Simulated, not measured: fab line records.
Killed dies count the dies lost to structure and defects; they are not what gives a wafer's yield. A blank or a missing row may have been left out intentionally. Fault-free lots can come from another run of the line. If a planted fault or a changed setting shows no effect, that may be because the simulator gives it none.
Struck lot and sound lot, side by side + flow n5 finfet + 41 steps out of a route of 1938
Sound: wafers L979.1, L979.3, L979.5. The struck wafers were L989.1, L989.2, L989.5. The cause comes at the end.
For every step that has rows: the tool of each side, followed by ch and its chambers, followed by its first start. Under that, the readings that differ: sound wafers + struck wafers + difference of the means + sigmas: that difference in standard deviations of wafers without a fault.
alike: a reading whose means differ by less than 2 such deviations, as well as words and numbers matching on both sides. not compared: withheld readings; readings where some wafer has no value; bounds like >300 that might hide an equal value; numbers whose values overlap and for which the record gives no deviation.
A row with sigmas, a row that says differs or no value, or rows on one side alone: a step with any of these is where the two part. Numbers that have no deviation but don't overlap get no sigmas and don't part them. A reading missing from all wafers of one side parts the sides only when that side holds two or more wafers.

first, 4 steps without rows for these wafers: N5_BEOL_M4_SPUTTER_48 (material Cu, target thk 4.5 nm, time 8.29 s); N5_BEOL_M4_ANNEAL_49 (time 240 s); N5_BEOL_M4_SPUTTER_79 (material Cu, target thk 4.5 nm, time 8.29 s); N5_BEOL_M4_ANNEAL_80 (time 240 s).
N5_BEOL_M4_SPUTTER_81: material Cu, target thk 4.5 nm, time 8.29 s.
  sound on pvd sputter-01, day 11 01:35; struck on pvd sputter-03, day 12 22:26
  alike: throttle valve pct
then, 5 steps without rows for these wafers: N5_BEOL_M4_ANNEAL_82 (time 240 s); N5_BEOL_M4_SPUTTER_86 (material Cu, target thk 4.5 nm, time 8.29 s); N5_BEOL_M4_ANNEAL_87 (time 240 s); N5_BEOL_M4_SPUTTER_88 (material Cu, target thk 4.5 nm, time 8.29 s); N5_BEOL_M4_ANNEAL_89 (time 240 s).
N5_BEOL_M4_SPUTTER_90: material Cu, target thk 4.5 nm, time 8.29 s.
  sound on pvd sputter-01, day 11 02:14; struck on pvd sputter-03, day 12 23:05
  alike: throttle valve pct
then, 1 step without rows for these wafers: N5_BEOL_M4_ANNEAL_91 (time 240 s).
N5_BEOL_M4_SPUTTER_92: material Cu, target thk 4.5 nm, time 8.29 s.
  sound on pvd sputter-01, day 11 02:28; struck on pvd sputter-03, day 12 23:19
  alike: throttle valve pct
then, 1 step without rows for these wafers: N5_BEOL_M4_ANNEAL_93 (time 240 s).
N5_BEOL_M4_SPUTTER_94: material Cu, target thk 4.5 nm, time 8.29 s.
  sound on pvd sputter-01, day 11 02:41; struck on pvd sputter-03, day 12 23:32
  alike: throttle valve pct
then, 3 steps without rows for these wafers: N5_BEOL_M4_ANNEAL_95 (time 240 s); N5_BEOL_M4_SPUTTER_96 (material Cu, target thk 4.5 nm, time 8.29 s); N5_BEOL_M4_ECD_50 (material Cu, target thk 300 nm).
N5_BEOL_M4_ANNEAL_51: time 90 s.
  sound on rtp anneal-01 ch 0, day 11 03:23; struck on rtp anneal-02 ch 0, day 12 23:56
  alike: wafer_temp_C_max
then, 5 steps without rows for these wafers: N5_BEOL_M4_CMP_52 (polishes, stops on SiOC, t overpolish 6.8 s, target thk 40 nm); N5_BEOL_M4_PRE_CLEAN_60 (time 15 s); N5_BEOL_M4_CO_CAP_55 (material Co, precursor CCTBA/H2, target thk 2 nm, time 102.1 s); N5_BEOL_M4_PRE_CLEAN_56 (time 15 s); N5_BEOL_M4_DEP_57 (deposits SiCN from 3MS/NH3, target thk 8 nm, time 14 s).
N5_BEOL_M4_RS_MEAS_58: a four-point-probe measurement.
  sound on film metro-01, day 11 04:21; struck on film metro-02, day 13 00:48
  alike: M4_RS
N5_BEOL_M4_RC_MEAS_101:
  sound on prober-01 ch 0, day 11 04:30; struck on prober-01 ch 0, day 13 00:51
  alike: DIBL_N, DIBL_P, IOFF_N, IOFF_P, ION_N, ION_P, SS_N, SS_P, VT_N, VT_P
then, 2 steps without rows for these wafers: N5_BEOL_M5_ILD_DEP_00 (deposits SiCOH lowk from DEMS/porogen, target thk 140.64 nm, time 25.9 s); N5_BEOL_M5_CURE_79 (cures SiCOH lowk, time 240 s).
N5_BEOL_M5_THK_MEAS_01:
  sound on film metro-02, day 11 06:02; struck on film metro-02, day 13 02:23
  alike: M5_ILD_THK
N5_BEOL_M5_PECVD_70: deposits SiO2 from TEOS/O2, target thk 16 nm, time 18 s.
  sound on pecvd-04 ch 0,1,2, day 11 06:05; struck on pecvd-03 ch 0,1, day 13 02:25
  alike: chamber pressure Torr, heater power w, showerhead plenum p Torr, throttle valve pct
  not compared: since wet clean h
then, 10 steps without rows for these wafers: N5_BEOL_M5_HM_DEP_02 (deposits TiN, target thk 20 nm); N5_BEOL_M5_COAT_59 (time 60 s, resist thk 60 nm); N5_BEOL_M5_COAT_60 (time 60 s, resist thk 12 nm); N5_BEOL_M5_COAT_71 (time 60 s, resist thk 5 nm); N5_BEOL_M5_COAT_05 (resist thk 30 nm); N5_BEOL_M5_EBR_07; N5_BEOL_M5_SOFTBAKE_06 (time 60 s); N5_BEOL_M5_EXPOSE_08 (exposes mask M5, target cd 28 nm); N5_BEOL_M5_PEB_09 (peb time 60 s); N5_BEOL_M5_DEVELOP_10 (develop time 30 s).
-- the record jumps here: 5 days lie between the struck wafers' starts before and after (it left off in module BEOL_M5 and takes up again in module PASSIVATION, whose first step shown is number 1936 of the route) --
N5_PASSIVATION_PROBE_49:
  record: rows for the struck wafers here (prober-02, day 17 22:56), none for the sound ones

== WHERE THEY PART ==
N5_PASSIVATION_PROBE_49 only, going by this record.

WHY: what the simulator had put in
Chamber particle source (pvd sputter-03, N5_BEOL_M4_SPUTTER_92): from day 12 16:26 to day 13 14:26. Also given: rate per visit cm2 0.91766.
